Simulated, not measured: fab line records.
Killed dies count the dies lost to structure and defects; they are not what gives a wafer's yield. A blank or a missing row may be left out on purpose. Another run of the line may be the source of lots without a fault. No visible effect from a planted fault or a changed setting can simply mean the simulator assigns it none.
Chamber matching | flow n5-finfet | N5_MOL_CONTACT_COAG_ALD_133 on ald-sin-03: 4 sister chambers
The step deposits SiO2, target thk 5 nm, pulse time 1 s, co reactant pulse time 1 s. 4 wafers are shown with their chamber, then 8 later ones without.

EACH WAFER AND ITS CHAMBER
wafer  | chamber | heater-power-w (W)
L084.1 | 3       | 91
L087.1 | 0       | 72
L087.5 | 1       | 83
L089.3 | 2       | 80

WAFERS WHOSE CHAMBER IS MISSING
wafer  | heater-power-w (W)
L089.4 | 74
L089.6 | 75
L094.3 | 79
L094.4 | 74
L094.5 | 78
L096.2 | 78
L096.4 | 91
L096.6 | 89

WHICH CHAMBER EACH ONE RAN IN
wafer  | from the rows above     | in truth
L089.4 | 0                       | 0
L089.6 | can't be placed: 0 or 2 | 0
L094.3 | can't be placed: 2 or 1 | 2
L094.4 | 0                       | 0
L094.5 | can't be placed: 2 or 1 | 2
L096.2 | can't be placed: 2 or 1 | 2
L096.4 | 3                       | 3
L096.6 | 3                       | 3
Correctly placed: 4 of 8. Cannot be placed on the basis of these rows: 4; the candidates contain the true chamber in 4. Wrongly placed: 0.
How it was worked out, from the rows above alone: a wafer's distance from a chamber is the root of the sum, over the readings, of the square of ((its reading less the chamber's mean) divided by the reading's scatter). The wafer belongs to the nearest chamber; if the next one is less than 2 further off, it can't be placed. Each chamber's mean is taken over the wafers shown for it. The scatter (one wafer shown for each chamber): square how far every hidden wafer sits from the nearest shown wafer, average those squares and take the square root.
